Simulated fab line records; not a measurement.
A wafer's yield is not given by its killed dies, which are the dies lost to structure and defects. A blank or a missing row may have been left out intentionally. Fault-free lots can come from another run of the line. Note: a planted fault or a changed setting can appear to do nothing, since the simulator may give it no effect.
3 desks looking at one fault ; flow nand-harc ; numbers are kept per desk, each desk with only its own; the story behind them comes last

== THE DEFECT DESK ==
For each lot, the counts of the inspections along the route, averaged over the sampled wafers that have a number. A lot is out of limits, marked OUT, if its mean lies more than 4 standard deviations from the usual mean; the brackets give that distance.
Columns: A = raw-defect-count at NHARC_P_M1_INSPECT_11, usual 3.8
lot;first seen here;A
L111;day 6 06:43;4.7
L112;day 7 00:16;3.0
L113;day 7 10:03;2.7
L114;day 7 12:38;6.3
L115;day 7 19:09;4.3
L116;day 8 09:23;2.7
L121;day 10 06:25;2.0
L122;day 10 18:36;4.7
L123;day 11 03:55;2.7
L125;day 12 12:04;3.0
L127;day 13 08:34;3.3
L129;day 13 21:27;868.7 (+99 or more) OUT
This desk's finding: out of limits on L129; first on L129, day 13 21:27 (raw-defect-count at NHARC_P_M1_INSPECT_11). L111, L112, L113, L114, L115, L116, L121, L122, L123, L125, L127 stayed within limits.

== THE METROLOGY DESK ==
What the gauges read for every lot (on any tool): the sampled wafers with a number, averaged. A lot is out of limits, marked OUT, if its mean lies more than 4 standard deviations from the usual mean; the brackets give that distance.
Columns: A = overlay-x-nm at NHARC_P_M1_OVL_MEAS_10, usual 0.1 nm; B = overlay-y-nm at NHARC_P_M1_OVL_MEAS_10, usual -0.2 nm
lot;first seen here;A;B
L111;day 6 06:41;1.4;0.9
L112;day 7 00:14;0.2;0.6
L113;day 7 10:01;0.7;0.9
L114;day 7 12:36;0.3;-0.7
L115;day 7 19:07;0.4;-0.1
L116;day 8 09:21;-1.1;-1.5
L121;day 10 06:23;0.3;-0.2
L122;day 10 18:34;-0.0;0.7
L123;day 11 03:53;1.7;0.9
L125;day 12 12:01;-1.1;-1.0
L127;day 13 08:31;1.1;-1.1
L129;day 13 21:25;0.1;0.7
Finding of this desk: none of the 12 lots has anything out of limits.

== THE TOOL OWNER'S DESK: pecvd-03 ==
The tool's own readings at NHARC_P_M1_DEP_00 (deposits SiOC, target thk 182.5 nm): means of the sampled wafers that have a number, for each lot that ran on this tool. A lot is out of limits, marked OUT, if its mean lies more than 4 standard deviations from the usual mean; the brackets give that distance.
Columns: A = rf-fwd-power-W at NHARC_P_M1_DEP_00, usual 598.2 W
lot;first seen here;A
L115;day 7 18:19;598.4
L121;day 10 05:30;598.7
L122;day 10 17:44;596.4
L125;day 12 11:04;599.2
L129;day 13 20:40;600.2
Finding of this desk: none of the 5 lots has anything out of limits.

== ALL TOGETHER ==
The defect desk could have raised an alarm at day 13 21:27, on L129.
The metrology desk saw nothing out of limits.
The desk of the tool owner found nothing out of limits.
The metrology desk has L129 on record, within its limits.
Tool owner's desk: L129 on record, inside its limits.
Every lot named ran NHARC_P_M1_DEP_00 on pecvd-03.

== WHAT HAD BEEN PUT IN BY THE SIMULATOR ==
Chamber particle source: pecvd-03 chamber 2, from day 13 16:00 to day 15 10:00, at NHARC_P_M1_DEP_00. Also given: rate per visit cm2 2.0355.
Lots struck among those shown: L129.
Hours from the fault's start to each desk's first reading out of limits: the defect desk, 5.
